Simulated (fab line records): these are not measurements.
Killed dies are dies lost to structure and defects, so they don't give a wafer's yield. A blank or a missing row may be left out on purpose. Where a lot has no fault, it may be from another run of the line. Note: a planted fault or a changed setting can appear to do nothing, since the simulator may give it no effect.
The tool behind it: which one? ; flow n5-finfet ; 72 wafers from 24 lots sampled at 6 of the route's 1938 steps

## WHAT THE GAUGES READ, wafer by wafer
The record lacks any reading of a measuring or inspecting step that a usual standard deviation could be used to judge.

## WHAT TOOL EACH LOT RAN ON (gives the tool, then ch and the chambers of the sampled wafers, and finally the start)
lot;N5_BEOL_M5_STRIP_36;N5_BEOL_M5_PRE_CLEAN_45;N5_BEOL_M5_ANNEAL_49;N5_BEOL_M5_SPUTTER_83;N5_BEOL_M5_ANNEAL_89;N5_BEOL_M6_ILD_DEP_00
L075;rie-diel-04 ch 1,2, day 7 23:58;pvd-sputter-03, day 8 01:06;pvd-sputter-01, day 8 01:42;pvd-sputter-01, day 8 03:47;pvd-sputter-01, day 8 04:58;pecvd-01 ch 0,1,2, day 8 07:05
L074;rie-diel-01 ch 0,1,3, day 8 16:23;pvd-sputter-02, day 8 17:11;pvd-sputter-02, day 8 17:52;pvd-sputter-02, day 8 19:57;pvd-sputter-02, day 8 21:07;pecvd-01 ch 0,1,2, day 8 23:14
L076;rie-diel-04 ch 0,1,2, day 8 16:40;pvd-sputter-02, day 8 17:35;pvd-sputter-03, day 8 18:13;pvd-sputter-03, day 8 20:19;pvd-sputter-03, day 8 21:29;pecvd-01 ch 0,1,2, day 8 23:52
L077;rie-diel-01 ch 1,2,3, day 8 17:53;pvd-sputter-01, day 8 19:56;pvd-sputter-01, day 8 20:35;pvd-sputter-01, day 8 22:41;pvd-sputter-01, day 8 23:51;pecvd-02 ch 0,1,2, day 9 02:46
L078;rie-diel-01 ch 0,1,2, day 9 07:44;pvd-sputter-03, day 9 08:29;pvd-sputter-02, day 9 09:06;pvd-sputter-02, day 9 11:12;pvd-sputter-02, day 9 12:22;pecvd-01 ch 0,1, day 9 14:29
L079;rie-diel-04 ch 0,1, day 9 08:14;pvd-sputter-02, day 9 08:59;pvd-sputter-01, day 9 09:46;pvd-sputter-01, day 9 11:52;pvd-sputter-01, day 9 13:02;pecvd-03 ch 0,1,2, day 9 15:49
L080;rie-diel-04 ch 0,1,2, day 9 17:00;pvd-sputter-02, day 9 17:54;pvd-sputter-03, day 9 18:40;pvd-sputter-03, day 9 20:46;pvd-sputter-03, day 9 21:55;pecvd-01 ch 0,1, day 10 00:06
L081;rie-diel-04 ch 0,2,3, day 9 22:55;pvd-sputter-03, day 10 00:10;pvd-sputter-03, day 10 00:46;pvd-sputter-03, day 10 02:52;pvd-sputter-03, day 10 04:01;pecvd-01 ch 0,1, day 10 06:26
L082;rie-diel-03 ch 0,2,3, day 9 23:05;pvd-sputter-03, day 10 00:15;pvd-sputter-01, day 10 00:52;pvd-sputter-01, day 10 02:58;pvd-sputter-01, day 10 04:08;pecvd-03 ch 0,1,2, day 10 06:30
L083;rie-diel-04 ch 1,2,3, day 10 04:11;pvd-sputter-02, day 10 05:13;pvd-sputter-02, day 10 05:49;pvd-sputter-02, day 10 07:55;pvd-sputter-02, day 10 09:04;pecvd-02 ch 0,2, day 10 11:14
L084;rie-diel-04 ch 2,3, day 10 15:09;pvd-sputter-03, day 10 16:19;pvd-sputter-02, day 10 16:54;pvd-sputter-02, day 10 18:59;pvd-sputter-02, day 10 20:10;pecvd-02 ch 0,1,2, day 10 22:58
L085;rie-diel-04 ch 1,3, day 10 21:31;pvd-sputter-02, day 10 22:47;pvd-sputter-02, day 10 23:26;pvd-sputter-02, day 11 01:31;pvd-sputter-02, day 11 02:41;pecvd-03 ch 0,1,2, day 11 04:57
L086;rie-diel-01 ch 1,3, day 11 05:53;pvd-sputter-02, day 11 06:50;pvd-sputter-02, day 11 07:38;pvd-sputter-02, day 11 09:44;pvd-sputter-02, day 11 10:54;pecvd-03 ch 0,2, day 11 13:07
L087;rie-diel-03 ch 1,2, day 12 03:20;pvd-sputter-03, day 12 04:09;pvd-sputter-01, day 12 04:55;pvd-sputter-01, day 12 07:01;pvd-sputter-01, day 12 08:10;pecvd-01 ch 0,1, day 12 10:22
L088;rie-diel-01 ch 2,3, day 12 06:29;pvd-sputter-02, day 12 08:34;pvd-sputter-01, day 12 09:20;pvd-sputter-01, day 12 11:26;pvd-sputter-01, day 12 12:36;pecvd-03 ch 0,2, day 12 14:59
L089;rie-diel-01 ch 1,2, day 12 09:13;pvd-sputter-03, day 12 10:34;pvd-sputter-03, day 12 11:23;pvd-sputter-03, day 12 13:29;pvd-sputter-03, day 12 14:39;pecvd-01 ch 0,2, day 12 16:49
L090;rie-diel-03 ch 0,1,2, day 12 10:14;pvd-sputter-02, day 12 12:52;pvd-sputter-02, day 12 13:49;pvd-sputter-02, day 12 15:54;pvd-sputter-02, day 12 17:04;pecvd-03 ch 0,1, day 12 19:13
L091;rie-diel-04 ch 2,3, day 12 13:14;pvd-sputter-01, day 12 14:28;pvd-sputter-03, day 12 16:11;pvd-sputter-03, day 12 18:17;pvd-sputter-03, day 12 19:27;pecvd-01 ch 0,2, day 12 21:45
L093;rie-diel-03 ch 0,1,3, day 13 03:07;pvd-sputter-03, day 13 04:07;pvd-sputter-03, day 13 04:46;pvd-sputter-03, day 13 06:52;pvd-sputter-03, day 13 08:01;pecvd-01 ch 0,1,2, day 13 10:12
L094;rie-diel-01 ch 0,2,3, day 13 06:07;pvd-sputter-01, day 13 06:53;pvd-sputter-01, day 13 07:28;pvd-sputter-01, day 13 09:33;pvd-sputter-01, day 13 10:43;pecvd-01 ch 0,1, day 13 12:55
L092;rie-diel-03 ch 0,2,3, day 13 06:25;pvd-sputter-01, day 13 07:11;pvd-sputter-03, day 13 09:11;pvd-sputter-03, day 13 11:17;pvd-sputter-03, day 13 12:27;pecvd-01 ch 0,1,2, day 13 14:43
L095;rie-diel-03 ch 0,1,2, day 13 11:55;pvd-sputter-03, day 13 13:47;pvd-sputter-03, day 13 14:35;pvd-sputter-03, day 13 16:40;pvd-sputter-03, day 13 17:50;pecvd-02 ch 0,1,2, day 13 19:58
L096;rie-diel-04 ch 0,1, day 13 21:43;pvd-sputter-02, day 13 23:22;pvd-sputter-01, day 14 00:08;pvd-sputter-01, day 14 02:14;pvd-sputter-01, day 14 03:24;pecvd-02 ch 0,1, day 14 05:47
L097;rie-diel-01 ch 1,2,3, day 14 02:44;pvd-sputter-03, day 14 04:04;pvd-sputter-03, day 14 04:47;pvd-sputter-03, day 14 06:53;pvd-sputter-03, day 14 08:03;pecvd-01 ch 0,2, day 14 10:34
- N5_BEOL_M5_STRIP_36: strips in N2/H2.
- N5_BEOL_M5_PRE_CLEAN_45: time 30 s.
- N5_BEOL_M5_ANNEAL_49: time 1800 s.
- N5_BEOL_M5_SPUTTER_83: material Cu, target thk 15 nm, time 27.62 s.
- N5_BEOL_M5_ANNEAL_89: time 1800 s.
- N5_BEOL_M6_ILD_DEP_00: deposits SiCOH lowk from DEMS/porogen, target thk 179.75 nm, time 33.4 s.

## WHAT THE TOOLS THEMSELVES READ (means of the sampled wafers that have a number; where no wafer has one, the mark that the record gives instead)
N5_BEOL_M5_STRIP_36. Usual: drypump-motor-current-A 5.6 A, standard deviation 0.43; oes-product-au 0.81 a.u., standard deviation 0.095; power-w 450.0 W, standard deviation 1.2; rf-vpp-V 59.1 V, standard deviation 1.7; showerhead-plenum-p-Torr 2.49 Torr, standard deviation 0.09; throttle-valve-pct 23.44 %, standard deviation 0.26.
lot;tool;drypump-motor-current-A (A);oes-product-au (a.u.);power-w (W);rf-vpp-V (V);showerhead-plenum-p-Torr (Torr);throttle-valve-pct (%);flag
L075;rie-diel-04;6.1;0.85;451.3;59.3;2.50;23.20;
L074;rie-diel-01;5.5;0.85;449.6;60.9;2.55;23.47;
L076;rie-diel-04;5.9;0.78;448.8;57.9;2.47;23.50;
L077;rie-diel-01;5.5;0.78;448.8;59.9;2.52;23.49;
L078;rie-diel-01;5.3;0.83;450.7;59.6;2.47;23.42;
L079;rie-diel-04;5.8;0.71;450.4;57.9;2.44;23.81;
L080;rie-diel-04;5.9;0.77;449.2;59.4;2.47;23.50;
L081;rie-diel-04;5.7;0.74;449.6;58.5;2.49;23.50;
L082;rie-diel-03;5.6;0.76;451.1;59.7;2.54;23.45;
L083;rie-diel-04;5.7;0.77;449.5;57.9;2.44;23.28;
L084;rie-diel-04;5.5;0.74;449.9;59.5;2.46;23.27;
L085;rie-diel-04;5.5;0.72;450.4;58.6;2.35;23.31;
L086;rie-diel-01;5.7;0.80;450.2;59.7;2.53;23.52;
L087;rie-diel-03;5.9;0.90;450.3;58.1;2.59;23.72;
L088;rie-diel-01;5.3;0.74;451.1;58.7;2.49;23.52;
L089;rie-diel-01;5.4;0.77;449.1;59.8;2.44;23.47;
L090;rie-diel-03;5.9;0.91;449.5;60.4;2.55;23.41;
L091;rie-diel-04;5.9;0.79;449.2;59.2;2.51;23.25;
L093;rie-diel-03;6.0;0.94;449.8;58.5;2.52;23.58;
L094;rie-diel-01;5.2;0.79;450.2;57.3;2.52;23.49;
L092;rie-diel-03;5.6;0.92;449.5;59.6;2.52;23.37;
L095;rie-diel-03;5.8;0.89;450.4;59.4;2.55;23.41;
L096;rie-diel-04;5.8;0.86;451.2;58.5;2.43;23.66;
L097;rie-diel-01;5.5;0.75;451.0;61.1;2.50;23.55;

N5_BEOL_M5_PRE_CLEAN_45. Usual: heater-power-w reads 349 W (standard deviation 16).
lot;tool;heater-power-w (W);flag
L075;pvd-sputter-03;346;
L074;pvd-sputter-02;352;
L076;pvd-sputter-02;348;
L077;pvd-sputter-01;339;
L078;pvd-sputter-03;352;
L079;pvd-sputter-02;353;
L080;pvd-sputter-02;347;
L081;pvd-sputter-03;350;
L082;pvd-sputter-03;365;
L083;pvd-sputter-02;349;
L084;pvd-sputter-03;336;
L085;pvd-sputter-02;351;
L086;pvd-sputter-02;342;
L087;pvd-sputter-03;332;
L088;pvd-sputter-02;350;
L089;pvd-sputter-03;351;
L090;pvd-sputter-02;347;
L091;pvd-sputter-01;353;
L093;pvd-sputter-03;346;
L094;pvd-sputter-01;351;
L092;pvd-sputter-01;365;
L095;pvd-sputter-03;361;
L096;pvd-sputter-02;354;
L097;pvd-sputter-03;341;

N5_BEOL_M5_ANNEAL_49. Usual: heater-power-w reads 868 W (standard deviation 44).
lot;tool;heater-power-w (W);flag
L075;pvd-sputter-01;873;
L074;pvd-sputter-02;838;
L076;pvd-sputter-03;873;
L077;pvd-sputter-01;875;
L078;pvd-sputter-02;862;
L079;pvd-sputter-01;824;
L080;pvd-sputter-03;859;
L081;pvd-sputter-03;860;
L082;pvd-sputter-01;869;
L083;pvd-sputter-02;877;
L084;pvd-sputter-02;853;
L085;pvd-sputter-02;870;
L086;pvd-sputter-02;864;
L087;pvd-sputter-01;891;
L088;pvd-sputter-01;844;
L089;pvd-sputter-03;871;
L090;pvd-sputter-02;865;
L091;pvd-sputter-03;851;
L093;pvd-sputter-03;867;
L094;pvd-sputter-01;866;
L092;pvd-sputter-03;877;
L095;pvd-sputter-03;876;
L096;pvd-sputter-01;836;
L097;pvd-sputter-03;843;

N5_BEOL_M5_SPUTTER_83. Usual: throttle-valve-pct reads 30.0 % (standard deviation 1.2).
lot;tool;throttle-valve-pct (%);flag
L075;pvd-sputter-01;31.4;
L074;pvd-sputter-02;29.8;
L076;pvd-sputter-03;30.1;
L077;pvd-sputter-01;30.7;
L078;pvd-sputter-02;29.4;
L079;pvd-sputter-01;30.9;
L080;pvd-sputter-03;29.8;
L081;pvd-sputter-03;28.8;
L082;pvd-sputter-01;29.8;
L083;pvd-sputter-02;29.4;
L084;pvd-sputter-02;29.2;
L085;pvd-sputter-02;29.4;
L086;pvd-sputter-02;29.2;
L087;pvd-sputter-01;29.8;
L088;pvd-sputter-01;30.9;
L089;pvd-sputter-03;29.1;
L090;pvd-sputter-02;29.7;
L091;pvd-sputter-03;30.2;
L093;pvd-sputter-03;30.0;
L094;pvd-sputter-01;30.3;
L092;pvd-sputter-03;29.5;
L095;pvd-sputter-03;30.1;
L096;pvd-sputter-01;31.0;
L097;pvd-sputter-03;29.7;

N5_BEOL_M5_ANNEAL_89. Usual: heater-power-w reads 868 W (standard deviation 44).
lot;tool;heater-power-w (W);flag
L075;pvd-sputter-01;869;
L074;pvd-sputter-02;840;
L076;pvd-sputter-03;862;
L077;pvd-sputter-01;886;
L078;pvd-sputter-02;852;
L079;pvd-sputter-01;832;
L080;pvd-sputter-03;865;
L081;pvd-sputter-03;861;
L082;pvd-sputter-01;876;
L083;pvd-sputter-02;863;
L084;pvd-sputter-02;869;
L085;pvd-sputter-02;866;
L086;pvd-sputter-02;860;
L087;pvd-sputter-01;875;
L088;pvd-sputter-01;850;
L089;pvd-sputter-03;878;
L090;pvd-sputter-02;863;
L091;pvd-sputter-03;864;
L093;pvd-sputter-03;863;
L094;pvd-sputter-01;872;
L092;pvd-sputter-03;879;
L095;pvd-sputter-03;862;
L096;pvd-sputter-01;846;
L097;pvd-sputter-03;847;

N5_BEOL_M6_ILD_DEP_00. Usual: heater-power-w 303 W, standard deviation 33; showerhead-plenum-p-Torr 5.745 Torr, standard deviation 0.018; throttle-valve-pct 13.8 %, standard deviation 0.5.
lot;tool;heater-power-w (W);showerhead-plenum-p-Torr (Torr);throttle-valve-pct (%);flag
L075;pecvd-01;305;5.740;14.5;
L074;pecvd-01;322;5.743;14.4;
L076;pecvd-01;317;5.749;14.4;
L077;pecvd-02;261;5.730;13.3;
L078;pecvd-01;341;5.742;14.2;
L079;pecvd-03;286;5.754;13.7;
L080;pecvd-01;349;5.741;14.0;
L081;pecvd-01;327;5.742;14.1;
L082;pecvd-03;316;5.766;13.7;
L083;pecvd-02;249;5.741;13.5;
L084;pecvd-02;256;5.726;13.3;
L085;pecvd-03;305;5.765;13.7;
L086;pecvd-03;299;5.769;13.5;
L087;pecvd-01;336;5.733;14.0;
L088;pecvd-03;296;5.781;13.5;
L089;pecvd-01;314;5.745;13.5;
L090;pecvd-03;297;5.767;13.6;
L091;pecvd-01;321;5.750;13.7;
L093;pecvd-01;299;5.739;13.8;
L094;pecvd-01;350;5.734;14.4;
L092;pecvd-01;333;5.748;14.0;
L095;pecvd-02;262;5.728;13.4;
L096;pecvd-02;257;5.718;13.7;
L097;pecvd-01;285;5.739;13.6;

## THE ANSWER, worked out from the rows above alone
Rule: a lot counts as off when the mean over its wafers that have a number is more than 3 standard deviations away from the usual mean. Also off: a lot with no number at a reading for which 4 or more lots have one. The other lots that the step has rows for count as sound. The gauges are gone through in route order, then the tools' own readings, and for those a lot's mean is taken as printed above. At the first step where some lot is off, the reading lying furthest off is the one used; lots without a number count as furthest.
None of the lots is off at any reading shown; this tells nothing.

## WHAT THE SIMULATOR HAD INSERTED
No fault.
